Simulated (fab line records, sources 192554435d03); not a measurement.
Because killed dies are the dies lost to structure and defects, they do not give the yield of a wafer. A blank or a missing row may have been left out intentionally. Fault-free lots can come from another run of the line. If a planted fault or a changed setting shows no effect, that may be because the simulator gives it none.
fab line records	flow n5-finfet
record: lots: 7	wafers: 39
route steps=1938 shown WELL_APT@55 FIN_SAQP@125 STI_FIN_REVEAL@190 HKMG_FIN@438 MOL_CONTACT_COAG@581 PASSIVATION@1936
start-h: hours from the record's opening day to when the first of the lot's shown wafers began	wait-h: hours elapsed since this lot's preceding step	" identical to the entry in the row above	L1.1+2: a row that stands for several wafers	- value missing, or start not given	* or withheld: withheld	< > ~ a bound
route shown NAME@n: a module of which the file shows steps, and the number in the route of the first	usual: mean/standard deviation of fault-free wafers	same: alike in all rows	chamber/n: place in a boat	sites: per-site readings	_std_site: standard deviation across them	_edge_site: outer sites' mean less inner sites'	radius-mm: how far each site lies from the wafer's centre	mask NAME#n: copy n	behind: the last tool/chamber to shape the wafer	hold: what put the lot on hold/how long, in hours/how the hold closed	device: the transistor (n, p or np) that didn't switch	end of line: at the end of the route, the tests of the same wafers	where a step has no rows: the recipe by itself	killed: dies lost to structure and defects at the first sort, not the wafer's yield	map: per-die view of a wafer (x killed, . not killed, _ where there is no die)
set.NAME: setting as actually run; set.NAME@STEP: the setting as run at that earlier step	model.NAME: the simulator's own value behind a step, which no gauge read
lots with deliberately changed settings; one table per step, one row per wafer
== steps ==
step: N5_WELL_APT_EPI_41
recipe: material: Si	target-thk-a: 500	temp-c: 650	precursor: SiH4/H2	pressure-torr: 20	time-s: 297.7
step: N5_FIN_SAQP_SPACER1_ALD_24
recipe: material: SiO2	target-thk-a: 203	temp-c: 300	ald-precursor-family: BDEAS	ald-co-reactant: O2-plasma	pulse-time-s: 1	purge-time-s: 2	co-reactant-purge-time-s: 2	ald-cycles: 218	pressure-torr: 2
step: N5_FIN_SAQP_MANDREL_ETCH_58
recipe: chemistry: HBr/Cl2	target: a-Si	target-depth-a: 450	bt-time-s: 10	stop-on: SiNx	mask-material: SiO2	over-etch-frac: 0.8	time-s: 27	pressure-mtorr: 10	icp-w: 800	bias-w: 75	HBr_flow_sccm: 150	Cl2_flow_sccm: 80	ends: end-point
step: N5_STI_FIN_REVEAL_ETCHBACK_08
recipe: chemistry: C4F6/O2	target: SiO2	target-depth-a: 305	time-s: 10.167	ion-energy-ev: 250	pressure-mtorr: 30	source-w: 345	bias-w: 185	Ar_flow_sccm: 300	C4F6_flow_sccm: 10	O2_flow_sccm: 10
step: N5_HKMG_FIN_ETCH_35
recipe: chemistry: N2/H2	target: SOC	target-depth-a: 2158	ion-energy-ev: 65	bias-w: 5	source-w: 3000	time-s: 243.4	pressure-mtorr: 30	n2-flow-sccm: 200	h2-flow-sccm: 200
step: N5_MOL_CONTACT_COAG_ETCH_91
recipe: chemistry: N2/H2	target: SOC	target-depth-a: 600	overetch-a: 210	mask-material: SiARC	temp-c: 40	time-s: 101.2	ion-energy-ev: 200	pressure-mtorr: 30	source-w: 840	bias-w: 150	n2-flow-sccm: 200	h2-flow-sccm: 200
step: N5_MOL_CONTACT_COAG_ETCHBACK_134
recipe: chemistry: CHF3	target: SiO2	target-depth-a: 100	time-s: 6.7	ion-energy-ev: 200	pressure-mtorr: 30	source-w: 610	bias-w: 170	Ar_flow_sccm: 200	CHF3_flow_sccm: 50
step: N5_PASSIVATION_PROBE_49
usual: sort-n-pass: 1074/18	sort-yield-pct: 91.0/1.5
lot.wafer	tool	chamber	start-h	wait-h	set.time-s@WELL_APT_EPI_41	set.ald-cycles@FIN_SAQP_SPACER1_ALD_24	set.icp-w@FIN_SAQP_MANDREL_ETCH_58	set.target-depth-a@STI_FIN_REVEAL_ETCHBACK_08	set.bias-w@HKMG_FIN_ETCH_35	set.time-s@MOL_CONTACT_COAG_ETCH_91	set.time-s@MOL_CONTACT_COAG_ETCHBACK_134	sort-n-pass	sort-yield-pct[%]
L078.1	prober-01	-	299.59	0.0	297.7	218	800	305	5	101.2	6.7	1088	92.2
L078.2	prober-01	-	299.64	0.1	297.7	218	800	305	5	101.2	6.7	1089	92.3
L078.5	prober-01	-	299.79	0.2	297.7	218	800	305	5	101.2	6.7	1086	92.0
L082.1	prober-02	-	326.51	0.0	297.7	218	748.1	305	5	101.2	7.537	1091	92.5
L082.2	prober-02	-	326.56	0.1	282.9	199	748.1	334.1	5	118.7	6.7	1093	92.6
L082.3	prober-02	-	326.61	0.1	282.9	199	748.1	305	5.805	118.7	6.7	1074	91.0
L082.4	prober-02	-	326.66	0.2	282.9	218	800	334.1	5.805	118.7	7.537	1078	91.4
L082.5	prober-02	-	326.71	0.2	297.7	199	800	305	5.805	101.2	7.537	1079	91.4
L082.6	prober-02	-	326.76	0.3	297.7	218	800	334.1	5	101.2	6.7	1068	90.5
L083.1	prober-01	-	332.72	0.0	320	256	800	305	4.678	125.1	8.265	31	2.6
L083.2	prober-01	-	332.77	0.1	297.7	218	727.3	325.5	4.678	101.2	8.265	1086	92.0
L083.3	prober-01	-	332.82	0.1	320	218	800	325.5	4.678	125.1	6.7	1070	90.7
L083.4	prober-01	-	332.87	0.2	297.7	218	727.3	305	5	101.2	8.265	1040	88.1
L083.5	prober-01	-	332.92	0.2	297.7	256	800	325.5	5	101.2	6.7	28	2.4
L083.6	prober-01	-	332.97	0.3	320	256	727.3	305	5	125.1	6.7	38	3.2
L089.1	prober-01	-	363.64	0.0	297.7	193	800	305	4.383	92.87	6.7	1064	90.2
L089.2	prober-01	-	363.69	0.1	304.2	218	800	305	5	101.2	6.7	1074	91.0
L089.3	prober-01	-	363.74	0.1	304.2	193	800	305	4.383	101.2	6.7	1076	91.2
L089.4	prober-01	-	363.79	0.2	297.7	218	800	305	5	92.87	5.525	1094	92.7
L089.5	prober-01	-	363.84	0.2	304.2	218	800	305	4.383	92.87	5.525	1075	91.1
L089.6	prober-01	-	363.89	0.3	297.7	193	800	305	5	101.2	5.525	1066	90.3
L092.1	prober-01	-	379.78	0.0	297.7	218	800	305	5	101.2	6.7	1047	88.7
L092.2	prober-01	-	379.83	0.1	297.7	243	730.5	305	4.335	101.2	8.248	720	61.0
L092.3	prober-01	-	379.88	0.1	297.7	243	730.5	305	4.335	101.2	6.7	718	60.8
L092.4	prober-01	-	379.93	0.2	297.7	218	800	305	4.335	101.2	6.7	1055	89.4
L092.5	prober-01	-	379.98	0.2	297.7	218	730.5	305	5	101.2	8.248	1060	89.8
L092.6	prober-01	-	380.03	0.3	297.7	243	800	305	5	101.2	8.248	733	62.1
L095.1	prober-01	-	389.11	0.0	320.5	236	730.2	305	5	123.3	6.7	1067	90.4
L095.2	prober-01	-	389.16	0.1	297.7	218	800	305	5.855	101.2	6.7	1100	93.2
L095.3	prober-01	-	389.21	0.1	320.5	218	730.2	262.3	5.855	123.3	6.7	0	0
L095.4	prober-01	-	389.26	0.2	297.7	236	800	262.3	5	123.3	7.251	25	2.1
L095.5	prober-01	-	389.31	0.2	297.7	218	730.2	262.3	5	101.2	7.251	446	37.8
L095.6	prober-01	-	389.36	0.3	320.5	236	800	305	5.855	101.2	7.251	1051	89.1
L094.1	prober-01	-	401.25	0.0	297.7	198	800	279.2	5	113.6	6.7	1081	91.6
L094.2	prober-01	-	401.30	0.1	297.7	218	800	305	5.532	101.2	6.7	1072	90.8
L094.3	prober-01	-	401.35	0.1	297.7	218	800	305	5	113.6	6.7	1054	89.3
L094.4	prober-01	-	401.40	0.2	297.7	218	800	279.2	5	101.2	6.7	932	79.0
L094.5	prober-01	-	401.45	0.2	297.7	198	800	279.2	5.532	101.2	6.7	1014	85.9
L094.6	prober-01	-	401.50	0.3	297.7	198	800	305	5.532	113.6	6.7	1032	87.5
killed by level:class
L078.1 MOL_CONTACT_COAG:geometric-particle:open=10 MOL_CONTACT_COAG:geometric-particle:short=9 BEOL_M1:geometric-particle:open=8 DUMMY_GATE:geometric-particle:open=7 BEOL_M4:geometric-particle:open=7 BEOL_M0_SAQP:geometric-particle:short=6 FIN_SAQP:geometric-particle:open=5 STI_FIN_REVEAL:geometric-particle:open=5
L078.2 MOL_CONTACT_COAG:geometric-particle:open=11 BEOL_M3:geometric-particle:open=9 FIN_SAQP:geometric-particle:short=6 FIN_SAQP:geometric-particle:open=5 GATE_CUT:geometric-particle:short=5 BEOL_M1:geometric-particle:open=5 BEOL_M0_SAQP:geometric-particle:short=4 BEOL_M4:geometric-particle:open=4
L078.5 BEOL_M1:geometric-particle:open=9 FIN_SAQP:geometric-particle:open=6 DUMMY_GATE:geometric-particle:open=6 MOL_CONTACT_COAG:geometric-particle:short=6 MOL_CONTACT_COAG:geometric-particle:open=6 FIN_SAQP:geometric-particle:short=5 BEOL_M1:geometric-particle:short=5 BEOL_M0_SAQP:geometric-particle:short=4
L082.1 BEOL_M0_SAQP:geometric-particle:short=11 BEOL_M1:geometric-particle:open=11 MOL_CONTACT_COAG:geometric-particle:open=8 BEOL_M3:geometric-particle:open=8 BEOL_M0_SAQP:geometric-particle:open=5 DUMMY_GATE:geometric-particle:open=4 BEOL_M2:geometric-particle:short=4 STARTING-WAFER:geometric-particle:short=4
L082.2 BEOL_M0_SAQP:geometric-particle:short=11 STI_FIN_REVEAL:geometric-particle:open=9 MOL_CONTACT_COAG:geometric-particle:open=7 STARTING-WAFER:geometric-particle:short=6 FIN_SAQP:geometric-particle:open=5 STI_FIN_REVEAL:geometric-particle:short=5 BEOL_M4:geometric-particle:open=5 BEOL_M0_SAQP:geometric-particle:open=5
L082.3 MOL_CONTACT_COAG:geometric-particle:open=13 BEOL_M0_SAQP:geometric-particle:open=13 BEOL_M0_SAQP:geometric-particle:short=11 BEOL_M1:geometric-particle:open=7 FIN_SAQP:geometric-particle:open=6 STARTING-WAFER:geometric-particle:open=6 FIN_SAQP:geometric-particle:short=5 BEOL_M4:geometric-particle:open=5
L082.4 BEOL_M1:geometric-particle:open=24 MOL_CONTACT_COAG:geometric-particle:open=10 BEOL_M3:geometric-particle:open=7 BEOL_M0_SAQP:geometric-particle:short=5 BEOL_M0_SAQP:geometric-particle:open=5 BEOL_M4:geometric-particle:open=5 STI_FIN_REVEAL:geometric-particle:open=4 BEOL_M5:geometric-particle:open=4
L082.5 BEOL_M0_SAQP:geometric-particle:open=12 BEOL_M1:geometric-particle:open=12 MOL_CONTACT_COAG:geometric-particle:open=10 BEOL_M3:geometric-particle:open=10 BEOL_M0_SAQP:geometric-particle:short=8 FIN_SAQP:geometric-particle:open=6 FIN_SAQP:geometric-particle:short=5 GATE_CUT:geometric-particle:short=5
L082.6 MOL_CONTACT_COAG:geometric-particle:open=16 FIN_SAQP:geometric-particle:open=15 FIN_SAQP:geometric-particle:short=12 BEOL_M0_SAQP:geometric-particle:open=9 BEOL_M1:geometric-particle:open=9 BEOL_M0_SAQP:geometric-particle:short=7 BEOL_M3:geometric-particle:open=5 GATE_CUT:geometric-particle:short=4
L083.1 FIN_SAQP:area-ald=1028 STI_FIN_REVEAL:geometric-particle:open=13 MOL_CONTACT_COAG:geometric-particle:open=12 FIN_SAQP:geometric-particle:open=10 BEOL_M3:geometric-particle:open=9 FIN_SAQP:geometric-particle:short=8 BEOL_M2:geometric-particle:open=6 GATE_CUT:geometric-particle:short=5
L083.2 STI_FIN_REVEAL:geometric-particle:open=10 GATE_CUT:geometric-particle:short=8 BEOL_M1:geometric-particle:open=8 BEOL_M2:geometric-particle:open=6 BEOL_M7:geometric-particle:open=5 FIN_SAQP:geometric-particle:open=4 GATE_CUT:geometric-particle:open=4 BEOL_M3:geometric-particle:open=4
L083.3 STI_FIN_REVEAL:geometric-particle:open=15 GATE_CUT:geometric-particle:short=11 BEOL_M1:geometric-particle:open=11 BEOL_M2:geometric-particle:open=9 BEOL_M0_SAQP:geometric-particle:open=7 FIN_SAQP:geometric-particle:short=5 GATE_CUT:geometric-particle:open=5 MOL_CONTACT_COAG:geometric-particle:open=5
L083.4 STI_FIN_REVEAL:geometric-particle:open=13 BEOL_M0_SAQP:geometric-particle:open=10 BEOL_M3:geometric-particle:open=9 BEOL_M4:geometric-particle:open=9 FIN_SAQP:geometric-particle:short=8 GATE_CUT:geometric-particle:short=8 BEOL_M1:geometric-particle:open=8 BEOL_M2:geometric-particle:open=8
L083.5 FIN_SAQP:area-ald=1035 BEOL_M0_SAQP:geometric-particle:short=11 BEOL_M1:geometric-particle:open=10 GATE_CUT:geometric-particle:open=9 BEOL_M0_SAQP:geometric-particle:open=8 GATE_CUT:geometric-particle:short=8 FIN_SAQP:geometric-particle:open=7 MOL_CONTACT_COAG:geometric-particle:open=7
L083.6 FIN_SAQP:area-ald=1023 FIN_SAQP:geometric-particle:open=23 MOL_CONTACT_COAG:geometric-particle:open=11 BEOL_M0_SAQP:geometric-particle:open=10 FIN_SAQP:geometric-particle:short=7 GATE_CUT:geometric-particle:open=6 GATE_CUT:geometric-particle:short=6 BEOL_M1:geometric-particle:open=6
L089.1 FIN_SAQP:geometric-particle:short=16 BEOL_M0_SAQP:geometric-particle:short=11 BEOL_M4:geometric-particle:open=10 BEOL_M2:geometric-particle:open=8 GATE_CUT:geometric-particle:short=7 BEOL_M0_SAQP:geometric-particle:open=7 MOL_CONTACT_COAG:geometric-particle:open=6 FIN_SAQP:geometric-particle:open=4
L089.2 FIN_SAQP:geometric-particle:short=13 FIN_SAQP:geometric-particle:open=13 MOL_CONTACT_COAG:geometric-particle:open=9 BEOL_M0_SAQP:geometric-particle:short=9 GATE_CUT:geometric-particle:open=8 STI_FIN_REVEAL:geometric-particle:open=7 DUMMY_GATE:geometric-particle:open=6 BEOL_M0_SAQP:geometric-particle:open=5
L089.3 BEOL_M0_SAQP:geometric-particle:short=11 BEOL_M2:geometric-particle:open=9 FIN_SAQP:geometric-particle:short=8 BEOL_M4:geometric-particle:open=8 FIN_SAQP:geometric-particle:open=7 BEOL_M5:geometric-particle:open=5 FIN_CUT:geometric-particle:open=4 GATE_CUT:geometric-particle:open=4
L089.4 BEOL_M4:geometric-particle:open=10 FIN_SAQP:geometric-particle:open=7 GATE_CUT:geometric-particle:short=6 GATE_CUT:geometric-particle:open=6 FIN_SAQP:geometric-particle:short=5 DUMMY_GATE:geometric-particle:open=5 MOL_CONTACT_COAG:geometric-particle:open=4 BEOL_M0_SAQP:geometric-particle:open=4
L089.5 MOL_CONTACT_COAG:geometric-particle:open=11 BEOL_M0_SAQP:geometric-particle:open=10 BEOL_M2:geometric-particle:open=7 FIN_SAQP:geometric-particle:short=6 FIN_SAQP:geometric-particle:open=6 BEOL_M0_SAQP:geometric-particle:short=6 BEOL_M1:geometric-particle:open=5 BEOL_M2:geometric-particle:short=5
L089.6 BEOL_M4:geometric-particle:open=13 BEOL_M0_SAQP:geometric-particle:short=11 BEOL_M0_SAQP:geometric-particle:open=9 BEOL_M2:geometric-particle:open=8 MOL_CONTACT_COAG:geometric-particle:open=7 FIN_SAQP:geometric-particle:short=6 STI_FIN_REVEAL:geometric-particle:open=6 DUMMY_GATE:geometric-particle:open=5
L092.1 STI_FIN_REVEAL:geometric-particle:open=18 BEOL_M0_SAQP:geometric-particle:open=14 FIN_SAQP:geometric-particle:open=11 FIN_SAQP:geometric-particle:short=9 GATE_CUT:geometric-particle:short=8 BEOL_M3:geometric-particle:open=6 MOL_CONTACT_COAG:geometric-particle:open=6 BEOL_M0:geometric-particle:short=5
L092.2 FIN_SAQP:area-ald=350 STI_FIN_REVEAL:geometric-particle:open=11 FIN_SAQP:geometric-particle:open=10 MOL_CONTACT_COAG:geometric-particle:open=9 BEOL_M0_SAQP:geometric-particle:short=9 FIN_SAQP:geometric-particle:short=8 BEOL_M1:geometric-particle:open=7 STI_FIN_REVEAL:geometric-particle:short=6
L092.3 FIN_SAQP:area-ald=341 STI_FIN_REVEAL:geometric-particle:open=15 FIN_SAQP:geometric-particle:short=9 BEOL_M0_SAQP:geometric-particle:short=9 BEOL_M2:geometric-particle:short=8 FIN_SAQP:geometric-particle:open=7 DUMMY_GATE:geometric-particle:open=7 BEOL_M0_SAQP:geometric-particle:open=7
L092.4 BEOL_M0_SAQP:geometric-particle:short=19 MOL_CONTACT_COAG:geometric-particle:open=12 BEOL_M3:geometric-particle:open=9 FIN_SAQP:geometric-particle:open=8 BEOL_M0_SAQP:geometric-particle:open=8 BEOL_M1:geometric-particle:open=8 DUMMY_GATE:geometric-particle:open=7 GATE_CUT:geometric-particle:short=6
L092.5 BEOL_M0_SAQP:geometric-particle:open=14 FIN_SAQP:geometric-particle:open=10 FIN_SAQP:geometric-particle:short=9 STI_FIN_REVEAL:geometric-particle:open=9 BEOL_M2:geometric-particle:open=8 BEOL_M1:geometric-particle:open=7 BEOL_M0_SAQP:geometric-particle:short=6 BEOL_M4:geometric-particle:open=5
L092.6 FIN_SAQP:area-ald=332 FIN_SAQP:geometric-particle:open=11 FIN_SAQP:geometric-particle:short=11 GATE_CUT:geometric-particle:short=10 MOL_CONTACT_COAG:geometric-particle:open=10 STI_FIN_REVEAL:geometric-particle:open=8 BEOL_M0_SAQP:geometric-particle:short=7 BEOL_M3:geometric-particle:open=7
L095.1 FIN_SAQP:area-ald=16 FIN_SAQP:geometric-particle:open=13 BEOL_M0_SAQP:geometric-particle:short=10 STI_FIN_REVEAL:geometric-particle:open=9 BEOL_M0_SAQP:geometric-particle:open=9 STARTING-WAFER:geometric-particle:short=8 DUMMY_GATE:geometric-particle:open=7 MOL_CONTACT_COAG:geometric-particle:open=7
L095.2 BEOL_M0_SAQP:geometric-particle:open=8 STI_FIN_REVEAL:geometric-particle:open=7 DUMMY_GATE:geometric-particle:open=6 BEOL_M2:geometric-particle:open=6 BEOL_M0_SAQP:geometric-particle:short=5 BEOL_M1:geometric-particle:open=5 FIN_SAQP:geometric-particle:short=3 MOL_CONTACT_COAG:geometric-particle:open=3
L095.3 MOL_CONTACT_COAG:geometric-particle:open=20 BEOL_M2:geometric-particle:open=9 STI_FIN_REVEAL:geometric-particle:open=8 BEOL_M0_SAQP:geometric-particle:open=6 BEOL_M0_SAQP:geometric-particle:short=5 BEOL_M3:geometric-particle:open=5 BEOL_M1:geometric-particle:short=4 STI_FIN_REVEAL:geometric-particle:short=2
L095.4 FIN_SAQP:area-ald=17 MOL_CONTACT_COAG:geometric-particle:open=11 BEOL_M0_SAQP:geometric-particle:open=9 BEOL_M2:geometric-particle:open=9 BEOL_M0_SAQP:geometric-particle:short=8 BEOL_M4:geometric-particle:open=8 FIN_SAQP:geometric-particle:open=7 MOL_CONTACT_COAG:geometric-particle:short=6
L095.5 STI_FIN_REVEAL:geometric-particle:open=15 MOL_CONTACT_COAG:geometric-particle:open=14 FIN_SAQP:geometric-particle:open=8 BEOL_M0_SAQP:geometric-particle:short=8 BEOL_M0_SAQP:geometric-particle:open=6 STI_FIN_REVEAL:geometric-particle:short=4 MOL_CONTACT_COAG:geometric-particle:short=4 BEOL_M0:geometric-particle:short=4
L095.6 FIN_SAQP:area-ald=23 BEOL_M0_SAQP:geometric-particle:open=15 BEOL_M0_SAQP:geometric-particle:short=13 MOL_CONTACT_COAG:geometric-particle:open=10 BEOL_M2:geometric-particle:open=10 MOL_CONTACT_COAG:geometric-particle:short=9 FIN_SAQP:geometric-particle:open=6 BEOL_M4:geometric-particle:open=5
L094.1 BEOL_M0_SAQP:geometric-particle:short=14 FIN_SAQP:geometric-particle:open=10 STI_FIN_REVEAL:geometric-particle:open=7 BEOL_M1:geometric-particle:open=7 BEOL_M4:geometric-particle:open=6 BEOL_M3:geometric-particle:open=6 FIN_SAQP:geometric-particle:short=5 BEOL_M0_SAQP:geometric-particle:open=5
L094.2 FIN_SAQP:geometric-particle:open=16 FIN_SAQP:geometric-particle:short=14 STI_FIN_REVEAL:geometric-particle:open=11 BEOL_M0_SAQP:geometric-particle:short=9 BEOL_M0_SAQP:geometric-particle:open=6 BEOL_M4:geometric-particle:open=5 BEOL_M0:geometric-particle:open=4 MOL_CONTACT_COAG:geometric-particle:open=4
L094.3 STI_FIN_REVEAL:geometric-particle:open=19 FIN_SAQP:geometric-particle:open=16 BEOL_M0_SAQP:geometric-particle:short=11 BEOL_M3:geometric-particle:open=9 FIN_SAQP:geometric-particle:short=8 BEOL_M0_SAQP:geometric-particle:open=8 BEOL_M1:geometric-particle:short=6 STI_FIN_REVEAL:geometric-particle:short=5
L094.4 BEOL_M2:geometric-particle:open=18 FIN_SAQP:geometric-particle:open=13 STI_FIN_REVEAL:geometric-particle:open=13 BEOL_M0_SAQP:geometric-particle:short=12 BEOL_M1:geometric-particle:open=10 FIN_SAQP:geometric-particle:short=9 MOL_CONTACT_COAG:geometric-particle:open=9 BEOL_M0_SAQP:geometric-particle:open=7
L094.5 STI_FIN_REVEAL:geometric-particle:open=19 FIN_SAQP:geometric-particle:short=12 BEOL_M0_SAQP:geometric-particle:open=12 BEOL_M1:geometric-particle:open=8 BEOL_M3:geometric-particle:open=8 DUMMY_GATE:geometric-particle:open=7 BEOL_M0_SAQP:geometric-particle:short=7 MOL_CONTACT_COAG:geometric-particle:open=6
L094.6 FIN_SAQP:geometric-particle:open=18 STI_FIN_REVEAL:geometric-particle:open=14 BEOL_M2:geometric-particle:open=14 BEOL_M0_SAQP:geometric-particle:open=10 BEOL_M4:geometric-particle:open=10 FIN_SAQP:geometric-particle:short=8 BEOL_M0_SAQP:geometric-particle:short=7 DUMMY_GATE:geometric-particle:open=6
== key ==
split: step: N5_WELL_APT_EPI_41	setting: time-s	stated-as: 297.7
response none clear
split: step: N5_FIN_SAQP_SPACER1_ALD_24	setting: ald-cycles	stated-as: 218
response none clear
split: step: N5_FIN_SAQP_MANDREL_ETCH_58	setting: icp-w	stated-as: 800
response none clear
split: step: N5_STI_FIN_REVEAL_ETCHBACK_08	setting: target-depth-a	stated-as: 305
response: step: N5_PASSIVATION_PROBE_49	reading: sort-n-pass	slope: +43.4	per: 1%	together-with: all	explained: 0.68
response: step: N5_PASSIVATION_PROBE_49	reading: sort-yield-pct	slope: +3.68	per: 1%	together-with: all	explained: 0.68
split: step: N5_HKMG_FIN_ETCH_35	setting: bias-w	stated-as: 5
response none clear
split: step: N5_MOL_CONTACT_COAG_ETCH_91	setting: time-s	stated-as: 101.2
response none clear
split: step: N5_MOL_CONTACT_COAG_ETCHBACK_134	setting: time-s	stated-as: 6.7
response none clear
